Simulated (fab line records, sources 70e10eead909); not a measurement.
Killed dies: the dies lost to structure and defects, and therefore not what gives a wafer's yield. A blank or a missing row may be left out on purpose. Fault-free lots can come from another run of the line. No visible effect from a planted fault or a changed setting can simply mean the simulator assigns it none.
fab line records / flow nand-harc
record lots=14 wafers=42 last-day=33
route steps=1302 shown A_ONON_D2@545
lots that met no fault: taken from a fault-free run of the same line
start-h: hours from the record's first day to the start of the lot's first wafer shown / wait-h: how many hours have passed since the lot's step before this one / " unchanged from the row above / L1.1+2: several wafers, shown together as one row / - either no value or no given start / * or withheld: withheld / < > ~ a bound
route shown NAME@n: names a module that has steps shown in the file, with the first one's number in the route / usual: mean/standard deviation taken from wafers without a fault / same: alike in all rows / chamber/n: place in a boat / sites: each site's reading / _std_site: standard deviation of those values / _edge_site: inner sites' mean taken away from outer sites' mean / radius-mm: for every site, how far away it sits from the centre of the wafer / mask NAME#n: copy n / behind: the last tool/chamber to shape the wafer / hold: reason for holding the lot/hours on hold/outcome of the hold / device: the transistor (n, p or np) that didn't switch / end of line: the tests these same wafers got at the end of their route / step lacking rows: just its recipe / killed: dies lost to structure and defects at the first sort, not the wafer's yield / map: a wafer's dies, marking killed ones x, the rest . and places with no die _
set.NAME: the run value of the setting; set.NAME@STEP: its run value at that earlier step / model.NAME: the simulator's own value behind a step, which no gauge read
a sample of lots followed through the steps of the route, with each step as a table and each wafer as a row
services: from which hour (start-h, from the record's first day; less than 0 if before it) a tool's chamber was out of use, for how many hours, and why
## steps
# step NHARC_A_ONON_D2_DEP_00
# recipe target-thk-a=10000 n2-flow-sccm=2750 n2o-flow-sccm=2000 nh3-flow-sccm=500 sih4-flow-sccm=210 temp-c=400
lot.wafer=L495.1+2+6 tool=pecvd-onon-02 chamber=0 start-h=295.63 wait-h=0.1
lot.wafer=L496.2+4+6 tool=pecvd-onon-01 chamber=0 start-h=295.68 wait-h=0.1
lot.wafer=L498.2+3+4 tool=pecvd-onon-01 chamber=0 start-h=310.18 wait-h=0.1
lot.wafer=L497.1+4+6 tool=pecvd-onon-01 chamber=0 start-h=313.06 wait-h=0.1
lot.wafer=L499.2+4+6 tool=pecvd-onon-01 chamber=0 start-h=322.30 wait-h=0.1
lot.wafer=L501.1+5+6 tool=pecvd-onon-01 chamber=0 start-h=352.66 wait-h=0.1
lot.wafer=L506.1+5+6 tool=pecvd-onon-04 chamber=0 start-h=387.61 wait-h=0.1
lot.wafer=L507.1+3+5 tool=pecvd-onon-01 chamber=0 start-h=410.04 wait-h=0.1
lot.wafer=L509.2+3+6 tool=pecvd-onon-01 chamber=0 start-h=417.23 wait-h=0.1
lot.wafer=L511.2+3+4 tool=pecvd-onon-04 chamber=0 start-h=440.93 wait-h=0.1
lot.wafer=L512.4+5+6 tool=pecvd-onon-02 chamber=0 start-h=460.91 wait-h=0.2
lot.wafer=L515.1+3+4 tool=pecvd-onon-02 chamber=0 start-h=486.32 wait-h=0.1
lot.wafer=L516.1+3+6 tool=pecvd-onon-01 chamber=0 start-h=495.18 wait-h=0.1
lot.wafer=L517.2+4+5 tool=pecvd-onon-01 chamber=0 start-h=504.50 wait-h=0.1
# step NHARC_A_ONON_D2_THK_MEAS_02
# recipe thk-meas-gauge=ellipsometry
# usual thk-nm=1001/7.9
lot.wafer=L495.1 tool=film-metro-01 chamber=- start-h=296.14 wait-h=- thk-nm=1015
lot.wafer=L495.2 tool=film-metro-01 chamber=- start-h=296.14 wait-h=- thk-nm=1011
lot.wafer=L495.6 tool=film-metro-01 chamber=- start-h=296.14 wait-h=- thk-nm=1011
lot.wafer=L496.2 tool=film-metro-02 chamber=- start-h=296.14 wait-h=- thk-nm=1011
lot.wafer=L496.4 tool=film-metro-02 chamber=- start-h=296.14 wait-h=- thk-nm=1013
lot.wafer=L496.6 tool=film-metro-02 chamber=- start-h=296.14 wait-h=- thk-nm=1010
lot.wafer=L498.2 tool=film-metro-01 chamber=- start-h=310.64 wait-h=- thk-nm=1003
lot.wafer=L498.3 tool=film-metro-01 chamber=- start-h=310.64 wait-h=- thk-nm=1003
lot.wafer=L498.4 tool=film-metro-01 chamber=- start-h=310.64 wait-h=- thk-nm=1003
lot.wafer=L497.1 tool=film-metro-02 chamber=- start-h=313.57 wait-h=- thk-nm=1005
lot.wafer=L497.4 tool=film-metro-02 chamber=- start-h=313.57 wait-h=- thk-nm=1005
lot.wafer=L497.6 tool=film-metro-02 chamber=- start-h=313.57 wait-h=- thk-nm=1006
lot.wafer=L499.2 tool=film-metro-01 chamber=- start-h=322.75 wait-h=- thk-nm=1004
lot.wafer=L499.4 tool=film-metro-01 chamber=- start-h=322.75 wait-h=- thk-nm=1007
lot.wafer=L499.6 tool=film-metro-01 chamber=- start-h=322.75 wait-h=- thk-nm=1005
lot.wafer=L501.1 tool=film-metro-02 chamber=- start-h=353.18 wait-h=- thk-nm=1008
lot.wafer=L501.5 tool=film-metro-02 chamber=- start-h=353.18 wait-h=- thk-nm=1006
lot.wafer=L501.6 tool=film-metro-02 chamber=- start-h=353.18 wait-h=- thk-nm=1006
lot.wafer=L506.1 tool=film-metro-01 chamber=- start-h=388.12 wait-h=- thk-nm=1004
lot.wafer=L506.5 tool=film-metro-01 chamber=- start-h=388.12 wait-h=- thk-nm=1002
lot.wafer=L506.6 tool=film-metro-01 chamber=- start-h=388.12 wait-h=- thk-nm=1004
lot.wafer=L507.1 tool=film-metro-01 chamber=- start-h=410.55 wait-h=- thk-nm=853
lot.wafer=L507.3 tool=film-metro-01 chamber=- start-h=410.55 wait-h=- thk-nm=854
lot.wafer=L507.5 tool=film-metro-01 chamber=- start-h=410.55 wait-h=- thk-nm=852
lot.wafer=L509.2 tool=film-metro-01 chamber=- start-h=417.68 wait-h=- thk-nm=856
lot.wafer=L509.3 tool=film-metro-01 chamber=- start-h=417.68 wait-h=- thk-nm=853
lot.wafer=L509.6 tool=film-metro-01 chamber=- start-h=417.68 wait-h=- thk-nm=854
lot.wafer=L511.2 tool=film-metro-02 chamber=- start-h=441.38 wait-h=- thk-nm=1020
lot.wafer=L511.3 tool=film-metro-02 chamber=- start-h=441.38 wait-h=- thk-nm=1019
lot.wafer=L511.4 tool=film-metro-02 chamber=- start-h=441.38 wait-h=- thk-nm=1019
lot.wafer=L512.4 tool=film-metro-01 chamber=- start-h=461.25 wait-h=- thk-nm=990
lot.wafer=L512.5 tool=film-metro-01 chamber=- start-h=461.25 wait-h=- thk-nm=991
lot.wafer=L512.6 tool=film-metro-01 chamber=- start-h=461.25 wait-h=- thk-nm=990
lot.wafer=L515.1 tool=film-metro-01 chamber=- start-h=486.82 wait-h=- thk-nm=999
lot.wafer=L515.3 tool=film-metro-01 chamber=- start-h=486.82 wait-h=- thk-nm=1000
lot.wafer=L515.4 tool=film-metro-01 chamber=- start-h=486.82 wait-h=- thk-nm=1000
lot.wafer=L516.1 tool=film-metro-02 chamber=- start-h=495.69 wait-h=- thk-nm=998
lot.wafer=L516.3 tool=film-metro-02 chamber=- start-h=495.69 wait-h=- thk-nm=998
lot.wafer=L516.6 tool=film-metro-02 chamber=- start-h=495.69 wait-h=- thk-nm=998
lot.wafer=L517.2 tool=film-metro-02 chamber=- start-h=504.95 wait-h=- thk-nm=1005
lot.wafer=L517.4 tool=film-metro-02 chamber=- start-h=504.95 wait-h=- thk-nm=1006
lot.wafer=L517.5 tool=film-metro-02 chamber=- start-h=504.95 wait-h=- thk-nm=1003
## services
tool=pecvd-onon-04 chamber=- start-h=311.17 hours=13.0 kind=pm
tool=pecvd-onon-02 chamber=- start-h=366.32 hours=13.0 kind=pm
tool=pecvd-onon-01 chamber=- start-h=450.00 hours=13.0 kind=pm
tool=pecvd-onon-01 chamber=- start-h=484.97 hours=2.6 kind=repair
tool=pecvd-onon-04 chamber=- start-h=492.17 hours=13.0 kind=pm
## key
first-sign step=NHARC_A_ONON_D2_THK_MEAS_02 reading=thk-nm direction=down sigmas=19 usual=1001 struck=854
effect none on later readings
met-at NHARC_A_ONON_D2_DEP_00
struck-lots L507,L509
later-rows-left-out L507.1,L507.3,L507.5,L509.2,L509.3,L509.6
sort-left-out L507.1,L507.3,L507.5,L509.2,L509.3,L509.6
tester-left-out L507,L509
onset-between 352.66 410.04
fault kind=process-parameter-drift tool=pecvd-onon-01 chamber=- onset-h=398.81 steps=NHARC_A_ONON_D2_DEP_00 channel=target-thk-a offset=* shape=step end-h=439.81 acts-in=* stated=*
# tester-left-out: of these lots the tester's yield and bins aren't shown, on N5 and GAA mostly nor the transistor test; their killed dies are dies lost to structure and defects alone, not to doping, threshold or leakage, so they don't give the yield
# sort-left-out: the simulated sort isn't trusted on such a fault, so these wafers' sort isn't shown, and their yield isn't known
# later-rows-left-out: the simulator's readings of these wafers behind a module that went badly wrong aren't trusted and aren't shown, but for the sort
